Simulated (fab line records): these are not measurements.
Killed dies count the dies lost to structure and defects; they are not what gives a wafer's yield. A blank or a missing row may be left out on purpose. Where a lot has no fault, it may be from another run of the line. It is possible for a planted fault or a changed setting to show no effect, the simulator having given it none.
The tool behind it: which one? -- flow nandHarc -- 12 lots, 35 wafers sampled, at 6 steps of a route of 1159

WHAT THE GAUGES READ, wafer by wafer
NHARC_P_BONDPAD_THK_MEAS_33: measures by ellipsometry.
lot,measured,on,thkNm (nm)
L455,day 6 17:56,filmMetro-01,199.5 199.2 199.8
L454,day 6 19:38,filmMetro-02,197.9 201.0 201.9
L456,day 7 04:57,filmMetro-02,200.9 142.8 142.5
L459,day 7 15:24,filmMetro-01,201.4 135.8
L469,day 10 14:37,filmMetro-02,199.4 199.9 201.6
L471,day 10 15:18,filmMetro-02,199.3 201.0 198.8
L470,day 10 15:40,filmMetro-01,201.0 198.7 198.6
L473,day 10 23:17,filmMetro-02,201.7 197.1 199.8
L474,day 11 06:29,filmMetro-01,198.8 200.0 197.2
L475,day 11 11:17,filmMetro-02,201.0 201.4 202.1
L476,day 11 21:15,filmMetro-02,201.4 200.1 200.5
L477,day 12 01:11,filmMetro-01,200.0 199.0 199.9

NHARC_END_SORT_01.
lot,measured,on,defectLimitedYield (%),killedAtArray,killedAtOther,killedAtPeriphery,killedDies,killedOpen,killedShort,sort_bin_2_pct (%),sort_bin_3_pct (%),sort_bin_4_pct (%),sortNPass,sortRimYieldPct (%),sortYieldPct (%)
L455,day 20 10:17,prober-02,97.9 97.8 98.8,11 11 7,1 2 0,2 2 1,14 15 8,3 1 3,2 4 1,0.9 0.7 0.3,0 0 0,1.2 1.5 0.9,663 662 669,98 97 99,97.9 97.8 98.8
L454,day 20 03:16,prober-02,96.8 96.9 96.9,19 20 19,1 0 0,2 1 2,22 21 21,1 2 2,3 1 1,0.4 0.9 0.9,0.30 0 0.15,2.5 2.2 2.1,655 656 656,94 95 98,96.8 96.9 96.9
L456,day 20 16:31,prober-02,96.0 96.9 95.6,23 19 26,0 0 0,4 2 4,27 21 30,3 4 7,3 1 3,1.3 1.0 1.0,0.15 0.30 0,2.5 1.8 3.4,650 656 647,94 97 92,96.0 96.9 95.6
L459,day 20 21:19,prober-01,94.1 95.0,31 25,2 4,7 5,40 34,5 2,2 2,2.2 1.6,0 0.15,3.7 3.2,637 643,92 93,94.1 95.0
L469,day 24 19:32,prober-01,96.9 95.3 95.6,19 28 26,2 1 0,0 3 4,21 32 30,2 1 5,3 3 4,0.9 1.5 1.5,0.15 0.30 0.30,2.1 3.0 2.7,656 645 647,93 94 92,96.9 95.3 95.6
L471,day 24 12:32,prober-01,96.5 97.0 96.8,17 19 18,2 1 1,5 0 3,24 20 22,5 2 4,1 2 1,0.3 0.4 1.2,0.44 0 0.15,2.8 2.5 1.9,653 657 655,97 97 98,96.5 97.0 96.8
L470,day 23 21:04,prober-02,93.1 93.5 94.5,40 39 36,0 0 0,7 5 1,47 44 37,3 3 3,4 4 1,2.4 2.4 2.2,0.15 0.44 0.30,4.4 3.7 3.0,630 633 640,87 86 94,93.1 93.5 94.5
L473,day 24 03:57,prober-01,96.8 96.6 96.8,17 18 16,0 1 0,5 4 6,22 23 22,4 3 6,0 0 2,0.9 1.0 0.4,0.15 0.30 0.15,2.2 2.1 2.7,655 654 655,94 94 94,96.8 96.6 96.8
L474,day 24 21:03,prober-02,93.1 92.9 93.9,41 39 35,0 0 0,6 9 6,47 48 41,3 4 3,2 1 0,2.2 2.5 1.8,1.18 0.30 0.44,3.5 4.3 3.8,630 629 636,90 93 84,93.1 92.9 93.9
L475,day 24 04:49,prober-02,94.8 96.3 96.0,29 23 23,0 0 2,6 2 2,35 25 27,4 1 2,2 3 0,1.2 1.0 1.0,0.44 0.74 0.15,3.5 1.9 2.8,642 652 650,90 93 98,94.8 96.3 96.0
L476,day 25 05:35,prober-02,96.8 95.0 95.0,22 31 33,0 0 0,0 3 1,22 34 34,1 5 2,1 2 2,0.9 1.6 1.5,0.15 0.74 0.30,2.2 2.7 3.2,655 643 643,92 93 96,96.8 95.0 95.0
L477,day 25 11:10,prober-01,96.3 98.2 96.3,23 12 23,0 0 0,2 0 2,25 12 25,2 0 3,1 0 3,1.5 0.4 1.2,0.30 0 0.30,1.9 1.3 2.2,652 665 652,93 98 96,96.3 98.2 96.3

EACH LOT AND THE TOOL THAT RAN IT (in order: tool; ch and the chambers of the sampled wafers; start)
lot,NHARC_P_M2_DESCUM_14,NHARC_P_M2_DEGAS_29,NHARC_P_M2_PRE_CLEAN_32,NHARC_P_BONDPAD_DEP_00
L455,"rieDiel-03 ch 1,2,3, day 6 14:08","pvdSputter-03, day 6 15:10","pecvd-03 ch 0,1,2, day 6 16:50","pecvd-03 ch 0,2, day 6 17:22"
L454,"rieDiel-03 ch 2,3, day 6 15:51","pvdSputter-02, day 6 16:52","pecvd-04 ch 0,1,2, day 6 18:31","pecvd-02 ch 0,1,2, day 6 19:07"
L456,"rieDiel-06 ch 1,2,3, day 7 00:56","pvdSputter-01, day 7 02:07","pecvd-04 ch 0,2, day 7 03:49","pecvd-03 ch 0,1, day 7 04:20"
L459,"rieDiel-03 ch 0,1, day 7 11:26","pvdSputter-03, day 7 12:35","pecvd-03 ch 1,2, day 7 14:17","pecvd-03 ch 0, day 7 14:47"
L469,"rieDiel-06 ch 0,1, day 10 10:48","pvdSputter-02, day 10 11:50","pecvd-03 ch 0,1,2, day 10 13:28","pecvd-02 ch 0,1,2, day 10 14:01"
L471,"rieDiel-04 ch 0,1,3, day 10 11:21","pvdSputter-01, day 10 12:22","pecvd-03 ch 0,1,2, day 10 14:02","pecvd-04 ch 0,1, day 10 14:34"
L470,"rieDiel-04 ch 2,3, day 10 11:48","pvdSputter-01, day 10 12:50","pecvd-02 ch 0,1,2, day 10 14:30","pecvd-03 ch 0,1, day 10 15:01"
L473,"rieDiel-03 ch 0,1,2, day 10 19:14","pvdSputter-01, day 10 20:19","pecvd-02 ch 0,1,2, day 10 21:56","pecvd-03 ch 1,2, day 10 22:25"
L474,"rieDiel-04 ch 1,2,3, day 11 02:40","pvdSputter-02, day 11 03:43","pecvd-04 ch 0,1,2, day 11 05:20","pecvd-02 ch 0,1,2, day 11 05:52"
L475,"rieDiel-03 ch 1,2,3, day 11 07:19","pvdSputter-01, day 11 08:20","pecvd-03 ch 1,2, day 11 10:10","pecvd-03 ch 0,2, day 11 10:43"
L476,"rieDiel-06 ch 0,1, day 11 17:26","pvdSputter-03, day 11 18:28","pecvd-04 ch 0,1,2, day 11 20:06","pecvd-03 ch 0,1,2, day 11 20:35"
L477,"rieDiel-03 ch 0,1,3, day 11 21:10","pvdSputter-01, day 11 22:16","pecvd-02 ch 0,1,2, day 12 00:01","pecvd-02 ch 0,1, day 12 00:31"
- NHARC_P_M2_DESCUM_14: chemistry O2, time 3 s.
- NHARC_P_M2_DEGAS_29: time 60 s.
- NHARC_P_M2_PRE_CLEAN_32: time 12 s.
- NHARC_P_BONDPAD_DEP_00: deposits SiCN, target thk 250 nm.

WHAT THE TOOLS THEMSELVES READ (means of the sampled wafers that have a number; where no wafer has one, the mark that the record gives instead)
NHARC_P_M2_DESCUM_14.
lot,tool,drypumpMotorCurrentA (A),oesProductAu (a.u.),rfVppV (V),showerheadPlenumPTorr (Torr),throttleValvePct (%)
L455,rieDiel-03,5.7,0.996,59.3,2.01,11.313
L454,rieDiel-03,6.1,0.997,58.2,1.99,11.297
L456,rieDiel-06,5.8,1.004,58.1,1.89,11.314
L459,rieDiel-03,5.5,0.998,57.9,1.93,11.303
L469,rieDiel-06,5.1,0.999,57.3,1.88,11.308
L471,rieDiel-04,5.7,0.997,58.5,1.94,11.316
L470,rieDiel-04,6.0,0.999,57.8,1.92,11.309
L473,rieDiel-03,5.5,1.001,57.9,1.95,11.305
L474,rieDiel-04,5.6,1.001,57.4,1.90,11.309
L475,rieDiel-03,5.8,0.992,57.5,2.01,11.308
L476,rieDiel-06,5.5,1.009,58.4,1.85,11.312
L477,rieDiel-03,5.8,0.996,57.7,1.95,11.309

NHARC_P_M2_DEGAS_29.
lot,tool,heaterPowerW (W)
L455,pvdSputter-03,327
L454,pvdSputter-02,373
L456,pvdSputter-01,329
L459,pvdSputter-03,332
L469,pvdSputter-02,351
L471,pvdSputter-01,279
L470,pvdSputter-01,282
L473,pvdSputter-01,340
L474,pvdSputter-02,376
L475,pvdSputter-01,337
L476,pvdSputter-03,302
L477,pvdSputter-01,331

NHARC_P_M2_PRE_CLEAN_32.
lot,tool,heaterPowerW (W)
L455,pecvd-03,635
L454,pecvd-04,674
L456,pecvd-04,694
L459,pecvd-03,614
L469,pecvd-03,638
L471,pecvd-03,619
L470,pecvd-02,643
L473,pecvd-02,636
L474,pecvd-04,651
L475,pecvd-03,606
L476,pecvd-04,671
L477,pecvd-02,652

NHARC_P_BONDPAD_DEP_00.
lot,tool,heaterPowerW (W)
L455,pecvd-03,580
L454,pecvd-02,613
L456,pecvd-03,543
L459,pecvd-03,466
L469,pecvd-02,586
L471,pecvd-04,618
L470,pecvd-03,494
L473,pecvd-03,559
L474,pecvd-02,568
L475,pecvd-03,629
L476,pecvd-03,555
L477,pecvd-02,585

THE ANSWER, worked out from the rows above alone
Rule: usual is defined by the lots themselves. Put in order of their means at a reading, lots are off if they are a third of the lots or fewer, leave a main group of 4 or more, and stand apart from it by a gap of 3 or more times the standard deviation of the main group's means; of several such gaps the widest counts. The tables above print the reading to a certain number of digits; a main group whose means all agree to those digits is not used. Also off: a lot with no number at a reading for which 4 or more lots have one. All remaining lots with rows at the step are treated as sound. First the gauges in route order, then the tools' own readings, where a lot's mean is used as printed above. At the first step where some lot is off, the reading lying furthest off is the one used; lots without a number count as furthest.
Off: L456, L459, at NHARC_P_BONDPAD_THK_MEAS_33 (thkNm). The main group: mean 199.9 nm, standard deviation 0.75.
A tool fits if, at a process step before that reading, it ran every lot that is off, and no sound lot after the first of them. Those tools and the gauges at NHARC_P_BONDPAD_THK_MEAS_33 are tried in the same way. Not one of the candidates tried fits.

WHAT THE SIMULATOR HAD INSERTED
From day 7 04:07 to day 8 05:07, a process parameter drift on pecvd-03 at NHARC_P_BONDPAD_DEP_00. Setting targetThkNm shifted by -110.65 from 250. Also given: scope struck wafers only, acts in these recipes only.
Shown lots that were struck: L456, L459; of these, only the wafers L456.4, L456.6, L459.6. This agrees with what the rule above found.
